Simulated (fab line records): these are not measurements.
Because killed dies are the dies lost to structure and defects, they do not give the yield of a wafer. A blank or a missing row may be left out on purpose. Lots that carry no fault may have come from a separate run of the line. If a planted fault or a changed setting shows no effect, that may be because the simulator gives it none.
A struck lot beside a sound one ; flow n5 finfet ; 17 out of 1938 route steps
Sound: the wafers L672.1, L672.5, L672.6. Struck: wafer L679.2. (L679.4 of the same lot was not struck and is left out.) The cause comes at the end.
Order at every step that has rows: each side's tool, ch and its chambers, its first start. Under that, the readings that differ: sound wafers ; struck wafers ; difference of the means ; sigmas: that difference in standard deviations of wafers without a fault.
alike: same words and numbers on both sides, and readings whose means sit less than 2 such deviations apart. not compared: any withheld reading, any reading some wafer has no value for, any bound like >300 that may hide the same value, and any number with overlapping values for which the record gives no deviation.
The two part at a step that has a row with sigmas, a row that says differs or no value, or rows on one side only. Numbers that have no deviation but don't overlap get no sigmas and don't part them. Lack of a reading on every wafer of one side parts them only where that side has two or more wafers.

N5_PMOS_HMC_CHANNEL_EPI_HM_DEP_34: deposits SiO2 from TEOS/O2, target thk 36 nm, time 6.9 s.
  sound on pecvd-02 ch 0,1, day 3 16:58; struck on pecvd-03 ch 1, day 5 11:02
  alike: heater power w, showerhead plenum p Torr, throttle valve pct
then, 7 steps without rows for these wafers: N5_PMOS_HMC_CHANNEL_EPI_COAT_31 (time 60 s, resist thk 66 nm); N5_PMOS_HMC_CHANNEL_EPI_COAT_03 (resist thk 205 nm); N5_PMOS_HMC_CHANNEL_EPI_EBR_05; N5_PMOS_HMC_CHANNEL_EPI_SOFTBAKE_04 (time 60 s); N5_PMOS_HMC_CHANNEL_EPI_EXPOSE_06 (exposes mask PMOS HMC BLK, target cd 240 nm); N5_PMOS_HMC_CHANNEL_EPI_PEB_07 (peb time 60 s); N5_PMOS_HMC_CHANNEL_EPI_DEVELOP_08 (develop time 30 s).
N5_PMOS_HMC_CHANNEL_EPI_CD_MEAS_09: target cd 237.4 nm.
  sound on cd sem-02 ch 0, day 3 17:14; struck on cd sem-01 ch 0, day 5 11:26
  alike: cd nm
N5_PMOS_HMC_CHANNEL_EPI_OVL_MEAS_10:
  sound on overlay-02 ch 0, day 3 17:16; struck on overlay-02 ch 0, day 5 11:28
reading;sound;struck;difference;sigmas
PMOS_HMC_BLK_OVL (nm);0.3 1.0 -0.5;1.8;+1.5;+2
N5_PMOS_HMC_CHANNEL_EPI_INSPECT_11: inspects for defects (macro).
  sound on defect inspect-02, day 3 17:17; struck on defect inspect-02, day 5 11:30
  alike: raw defect count
N5_PMOS_HMC_CHANNEL_EPI_DESCUM_14: chemistry O2, time 7.9 s.
  sound on rie diel-06 ch 0,1,3, day 3 17:19; struck on rie diel-06 ch 0, day 5 11:32
  alike: drypump motor current A, o2 flow sccm, oes product au, rf vpp V, showerhead plenum p Torr, temp c, throttle valve pct
  not compared: rf hours counter h
N5_PMOS_HMC_CHANNEL_EPI_ETCH_32: etches BARC in N2/H2, stops on SiO2, target depth 85.8 nm, time 50.3 s.
  sound on rie diel-06 ch 0,1,3, day 3 17:22; struck on rie diel-06 ch 0, day 5 11:34
reading;sound;struck;difference;sigmas
over etch frac;0.3 0.3 0.3;0.46949;+0.16949;
model.CAR-ArF-block_of_PMOS_HMC_CHANNEL_EPI_COAT_03.thk nm (nm);134.3 131.2 129.6;123.2;-8.5;
  alike: drypump motor current A, n2 flow sccm, oes product au, rf vpp V, showerhead plenum p Torr, throttle valve pct
  not compared: rf hours counter h
N5_PMOS_HMC_CHANNEL_EPI_HM_OPEN_15: chemistry CHF3/O2, target SiO2, target depth 40.6 nm, time 20.3 s.
  sound on rie diel-06 ch 0,1,3, day 3 17:24; struck on rie diel-06 ch 0, day 5 11:37
reading;sound;struck;difference;sigmas
model.CAR-ArF-block_of_PMOS_HMC_CHANNEL_EPI_COAT_03.thk nm (nm);94.68 90.12 88.95;83.4;-7.8;
  alike: drypump motor current A, mfc ar sccm, oes product au, rf vpp V, showerhead plenum p Torr, throttle valve pct
  not compared: rf hours counter h
N5_PMOS_HMC_CHANNEL_EPI_STRIP_33: strips in N2/H2.
  sound on rie diel-06 ch 0,1,3, day 3 17:28; struck on rie diel-06 ch 0, day 5 11:40
  alike: drypump motor current A, n2 flow sccm, oes product au, rf vpp V, showerhead plenum p Torr, temp c, throttle valve pct
  not compared: rf hours counter h
-- the record jumps here: 8 days lie between the struck wafers' starts before and after (it left off in module PMOS_HMC_CHANNEL_EPI and takes up again in module BEOL_M4, whose first step shown is number 1111 of the route) --
N5_BEOL_M4_RC_MEAS_101:
  sound on prober-01 ch 0, day 9 10:04; struck on prober-01 ch 0, day 13 14:31
  alike: DIBL_N, DIBL_P, IOFF_N, IOFF_P, ION_N, ION_P, SS_N, SS_P, VT_N, VT_P
-- the record jumps here: 5 days lie between the struck wafers' starts before and after (it left off in module BEOL_M4 and takes up again in module PASSIVATION, whose first step shown is number 1936 of the route) --
N5_PASSIVATION_PROBE_49:
  sound on prober-02, day 12 14:36; struck on prober-02, day 18 17:07
reading;sound;struck;difference;sigmas
defect limited yield (%);92.9 90.5 92.1;87.5;-4.3;-3
killed at front end;41 47 42;84;+41;+3
killed dies;84 112 93;148;+52;+3
killed short;26 29 29;56;+28;+4
sort_bin_6_memory (%);2.2 4.2 2.5;4.5;+1.5;+2
sort n pass;1096 1068 1087;1032;-52;-3
sort yield pct (%);92.9 90.5 92.1;87.5;-4.3;-3
  alike: killed_at_M0_to_M3, killed_at_M4_up, killed at contacts, killed at other, killed open, sort_bin_5_function

## WHERE THEY PART
Earliest at N5_PMOS_HMC_CHANNEL_EPI_OVL_MEAS_10; latest, in this record, at N5_PASSIVATION_PROBE_49.

WHY: whatever the simulator had introduced
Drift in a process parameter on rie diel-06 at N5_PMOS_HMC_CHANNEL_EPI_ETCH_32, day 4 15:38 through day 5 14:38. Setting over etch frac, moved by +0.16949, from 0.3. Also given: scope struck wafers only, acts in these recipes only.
